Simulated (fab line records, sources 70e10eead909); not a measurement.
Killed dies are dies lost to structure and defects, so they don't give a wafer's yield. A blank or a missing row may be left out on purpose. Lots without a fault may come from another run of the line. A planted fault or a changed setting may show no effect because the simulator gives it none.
A struck lot beside a sound one | flow nand_harc | 17 steps out of a route of 1302
Sound: wafers L142.2, L142.3, L142.5. Struck: wafers L156.1, L156.4, L156.5. The cause comes at the end.
At each step with rows: each side's tool, then ch and its chambers, then its first start. Under that, the readings that differ: sound wafers | struck wafers | difference of the means | sigmas: that difference in standard deviations of wafers without a fault.
alike: readings whose means differ by less than 2 such deviations, and words and numbers that are the same on both sides. not compared: withheld readings, readings that some wafer has no value for, bounds like >300 that may hide the same value, and numbers for which the record gives no deviation and whose values overlap.
The two part at a step that has a row with sigmas, a row that says differs or no value, or rows on one side only. Numbers that don't overlap but have no deviation are shown without sigmas and don't part them. A reading that every wafer of one side lacks parts them only if that side has two wafers or more.

NHARC_P_GATE_CD_MEAS_46: target cd 720 nm.
  sound on cd_sem-01 ch 0, day 5 11:28; struck on cd_sem-02 ch 0, day 11 15:47
  alike: cd_nm
then, 1 step without rows for these wafers: NHARC_P_GATE_HARDBAKE_47 (time 80 s).
NHARC_P_GATE_DESCUM_48: chemistry O2, time 3 s.
  sound on rie_diel-07 ch 1,2,3, day 5 11:37; struck on rie_diel-12 ch 0,3, day 11 15:58
  alike: drypump_motor_current_A, oes_product_au, rf_vpp_V, showerhead_plenum_p_Torr, throttle_valve_pct
  not compared: rf_hours_counter_h
then, 1 step without rows for these wafers: NHARC_P_GATE_IMPLANT_49.
NHARC_P_GATE_STRIP_111: strips in N2/H2, time 250 s.
  sound on plasma_asher-01 ch 1, day 5 12:01; struck on plasma_asher-01 ch 1, day 11 16:19
  alike: drypump_motor_current_A, heater_power_w, temp_c
  not compared: rf_hours_counter_h
NHARC_P_GATE_STRIP_75: strips in O2.
  sound on plasma_asher-01 ch 1, day 5 12:19; struck on plasma_asher-01 ch 1, day 11 16:37
  alike: drypump_motor_current_A, heater_power_w, temp_c
  not compared: rf_hours_counter_h
then, 6 steps without rows for these wafers: NHARC_P_GATE_STRIP_50 (strips in SPM, time 900 s); NHARC_P_GATE_DEHYDRATE_51 (time 120 s); NHARC_P_GATE_HMDS_52 (time 30 s); NHARC_P_GATE_COAT_53; NHARC_P_GATE_SOFTBAKE_54 (time 95 s); NHARC_P_GATE_EBR_55.
NHARC_P_GATE_EXPOSE_56: exposes mask P PSD, target cd 720 nm.
  sound on krf_scanner-02 ch 0, day 5 12:58; struck on krf_scanner-03 ch 0, day 11 17:23
  reading | sound                   | struck                  | difference | sigmas
  mask    | P_PSD#0 P_PSD#0 P_PSD#0 | P_HVN#0 P_HVN#0 P_HVN#0 | differs    |
  alike: exposure_dose_mJ_cm2
then, 2 steps without rows for these wafers: NHARC_P_GATE_PEB_57 (peb time 85 s); NHARC_P_GATE_DEVELOP_58 (time 70 s).
NHARC_P_GATE_CD_MEAS_59: target cd 720 nm.
  sound on cd_sem-01 ch 0, day 5 13:07; struck on cd_sem-02 ch 0, day 11 17:33
  reading    | sound             | struck | difference                    | sigmas
  cd_nm (nm) | 719.5 718.4 719.8 | - - -  | no value on the struck wafers |
then, 1 step without rows for these wafers: NHARC_P_GATE_HARDBAKE_60 (time 80 s).

WHERE THEY PART
First at NHARC_P_GATE_EXPOSE_56; last, within this record, at NHARC_P_GATE_CD_MEAS_59.

WHY: what the simulator had put in
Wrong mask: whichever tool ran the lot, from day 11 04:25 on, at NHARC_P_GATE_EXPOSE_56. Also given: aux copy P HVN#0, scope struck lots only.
